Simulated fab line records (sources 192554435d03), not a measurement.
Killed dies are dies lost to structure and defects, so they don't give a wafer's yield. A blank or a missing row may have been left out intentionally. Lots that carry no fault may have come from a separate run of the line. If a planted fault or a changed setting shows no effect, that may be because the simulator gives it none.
8D (eight disciplines) problem report, filled in by code + flow n5Finfet + the parts of the form that need people (team, actions taken, sign-off) are left out

== 1. WHAT WENT WRONG ==
Wafers without a fault read 1500.3 rpm, standard deviation 0.99; spinSpeedRpm at N5_BEOL_M11_COAT_64 reads a mean of 1585.3 rpm on 6 wafers belonging to 2 lots. Measured from the usual mean, that is +86 standard deviations.
The step: time 60 s, resist thk 30 nm.
First observed at day 11 17:30: wafer L817.1, on lithoTrack-04. The record has a number at this step for 33 wafers belonging to 11 lots. The rule behind "out" and "out of limits": a value lying over 4 standard deviations away from the usual mean. The other wafers with a number count as sound.

== 2. WHAT IT IS, AND WHAT IT ISN'T ==
| question                    | is                     | is not                                                                                                  |
|-----------------------------|------------------------|---------------------------------------------------------------------------------------------------------|
| which readings at this step | spinSpeedRpm           | -                                                                                                       |
| which lots                  | L817, L821             | L813, L814, L822, L825, L826, L827, L831, L833, L835                                                    |
| which wafers of those lots  | all that have a number | -                                                                                                       |
| read on which tools         | lithoTrack-04          | lithoTrack-03, lithoTrack-05                                                                            |
| when                        | from day 11 17:30      | up to then (6 sound wafers); but 21 sound wafers of L822, L825, L826, L827, L831, L833, L835 came after |

== 3. THE SUSPECTS, EACH WITH WHAT RULES IT OUT ==
Counting: a tool at a process step up to the reading stays a suspect if it ran every lot that is out and no sound lot after the first of them.
- lithoTrack-04 at N5_BEOL_M11_COAT_64 (time 60 s, resist thk 30 nm): ruled out as a lasting fault. The sound lots L831, L835 went through it after L817, its earliest lot that is out (day 11 17:30).
Left after counting: nothing in the record.

== 4. THE CAUSE (what the simulator had put in) ==
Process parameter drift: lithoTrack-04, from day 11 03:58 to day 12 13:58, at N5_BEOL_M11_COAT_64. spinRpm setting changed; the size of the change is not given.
Counting ruled it out, wrongly.

== 5. THE CHAIN OF EFFECTS, in route order ==
Each row: a reading whose mean over the struck wafers that have a number lies more than 3 standard deviations from the usual. Scope: only readings with a usual standard deviation given in the record; hours: median across lots of the time from each lot's start at the first step in this table that gives one to its start at this step; sigmas: change in usual standard deviations.
| hours | step                | reading      | usual      | on struck wafers | change | sigmas |
|-------|---------------------|--------------|------------|------------------|--------|--------|
| 0     | N5_BEOL_M11_COAT_64 | spinSpeedRpm | 1500.3 rpm | 1585.3           | +85.0  | +86    |
Here are the process steps it includes:
- N5_BEOL_M11_COAT_64: time 60 s, resist thk 30 nm.

== 6. WHAT WOULD HAVE CAUGHT IT SOONER ==
14 hours passed between the start of the fault at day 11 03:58 and the first reading out of limits in this record, taken at day 11 17:30.
